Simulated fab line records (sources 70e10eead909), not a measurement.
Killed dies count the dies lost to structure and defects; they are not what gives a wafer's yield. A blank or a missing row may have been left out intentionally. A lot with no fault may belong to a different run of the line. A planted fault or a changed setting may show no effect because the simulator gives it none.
Problem report, 8D (eight disciplines) form, completed by code -- flow nand-harc -- the parts of the form that need people (team, actions taken, sign-off) are left out

== 1. WHAT WENT WRONG ==
At NHARC_END_SORT_01, killed-dies averages 325 over 2 wafers from 2 lots, while fault-free wafers read 57, standard deviation 16. That puts it +17 standard deviations away from the usual mean.
First seen on wafer L545.6, day 32 01:25, on prober-02. Wafers with a number at this step in the record: 10, from 4 lots. Rule for "out", or "out of limits": more than 4 standard deviations from the usual mean. All remaining wafers that have a number are taken as sound.

== 2. WHAT IT IS, WHAT IT ISN'T ==
question,is,is not
which readings at this step,"killed-dies, killed-at-array","killed-at-other, killed-at-periphery, killed-open, killed-short"
which lots,"L545, L547","L530, L537"
which wafers of those lots,"L545.6, L547.4","L545.2, L545.3, L547.2, L547.3"
read on which gauges,"prober-01, prober-02",-
when,from day 32 01:25,up to then (6 sound wafers); but 2 sound wafers of L547 came after

== 3. WHAT RULES OUT EACH SUSPECT ==
Counting: if a tool at a process step up to the reading ran every lot that is out, it stays a suspect. Sound lots after the first of them don't rule it out here, since some wafers of a struck lot are sound.
- the gauge at NHARC_END_SORT_01 is ruled out. The wafers that are out were read on 2 gauges (prober-01, prober-02).
- rie-diel-05 at NHARC_A_CHANNEL_FILL_D2_ETCHBACK_20 (etches the open film in C4F8/O2/Ar, target depth 27 nm, time 13.5 s): kept. Every lot that is out went through it, the first being L545 (day 22 02:15); the last sound lot it ran before that was L530 (day 15 18:18). Its own readings are out on those wafers: run-length-s.
- Within rie-diel-05 at NHARC_A_CHANNEL_FILL_D2_ETCHBACK_20: the wafers that are out ran in chamber 0; their sound lot-mates ran in chambers 1, 3.
The count leaves rie-diel-05 at NHARC_A_CHANNEL_FILL_D2_ETCHBACK_20.

== 4. THE CAUSE (what the simulator had put in) ==
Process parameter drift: rie-diel-05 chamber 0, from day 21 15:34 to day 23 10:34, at NHARC_A_CHANNEL_FILL_D2_ETCHBACK_20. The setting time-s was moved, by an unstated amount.
This tool alone remained once counting was done.

== 5. THE CHAIN OF EFFECTS, in route order ==
Rows list readings where the struck wafers' mean (over those with a number) sits beyond 3 standard deviations from the usual. Scope: only readings with a usual standard deviation given in the record; hours: median across lots of the time from each lot's start at the first step in this table that gives one to its start at this step; sigmas: change in usual standard deviations.
hours,step,reading,usual,on struck wafers,change,sigmas
0,NHARC_A_CHANNEL_FILL_D2_ETCHBACK_20,run-length-s,34.7 s,30.9,-3.8,-9.1
245,NHARC_END_SORT_01,killed-at-array,52,321,+269,+16
245,NHARC_END_SORT_01,killed-dies,57,325,+268,+17
The process steps in it:
- NHARC_A_CHANNEL_FILL_D2_ETCHBACK_20: etches the open film in C4F8/O2/Ar, target depth 27 nm, time 13.5 s.

== 6. WHAT WOULD HAVE CAUGHT IT SOONER ==
Counted from the fault's start at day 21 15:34, it took 250 hours until the first out-of-limits reading at a measuring or inspecting step in this record, taken at day 32 01:25.
Tool's own readings at NHARC_A_CHANNEL_FILL_D2_ETCHBACK_20, run-length-s: out on all struck wafers the step has rows for; an alarm limit on them would have tripped on the first.
Each of the lots that are out, 2 in all, had begun NHARC_A_CHANNEL_FILL_D2_ETCHBACK_20 on rie-diel-05 no later than day 32 01:25. Had the tool been put on hold then, not one of them would have been saved.
